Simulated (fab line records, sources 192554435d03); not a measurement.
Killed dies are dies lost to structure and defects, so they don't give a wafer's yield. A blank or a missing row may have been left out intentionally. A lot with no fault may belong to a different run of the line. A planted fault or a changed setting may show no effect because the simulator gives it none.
Matching of chambers -- flow n5_finfet -- rie_diel-04 running N5_BEOL_M3_ETCH_64: 4 sister chambers
The step etches SOC in N2/H2, target depth 75 nm, overetch 15 nm, time 112.5 s. 4 wafers are shown with their chamber, then 11 later ones without.

== WAFERS WITH THEIR CHAMBER ==
wafer,chamber,drypump_motor_current_A (A)
L083.2,0,5.6
L087.2,3,4.8
L088.3,1,5.4
L091.1,2,5.2

== WAFERS WHOSE CHAMBER IS MISSING ==
wafer,drypump_motor_current_A (A)
L091.5,5.6
L091.6,5.4
L092.1,5.3
L092.3,5.6
L092.4,4.8
L094.2,5.6
L094.4,4.8
L094.6,4.8
L095.3,5.6
L095.4,5.2
L095.6,4.8

== EACH ONE'S CHAMBER ==
wafer,from the rows above,in truth
L091.5,0,0
L091.6,1,1
L092.1,can't be placed: 2 or 1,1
L092.3,0,0
L092.4,3,3
L094.2,0,0
L094.4,3,3
L094.6,3,3
L095.3,0,0
L095.4,2,2
L095.6,3,3
Placed correctly: 10 of 11. From these rows, 1 cannot be placed; in 1 the true chamber is one of the candidates. Wrongly placed: 0.
How it was worked out, from the rows above alone: a wafer's distance from a chamber is the root of the sum, over the readings, of the square of ((its reading less the chamber's mean) divided by the reading's scatter). The wafer belongs to the nearest chamber; if the next one is less than 2 further off, it can't be placed. A chamber's mean is the mean of its shown wafers. The scatter: with one shown wafer a chamber, the root of the mean of the squares of how far each hidden wafer lies from its nearest shown one.
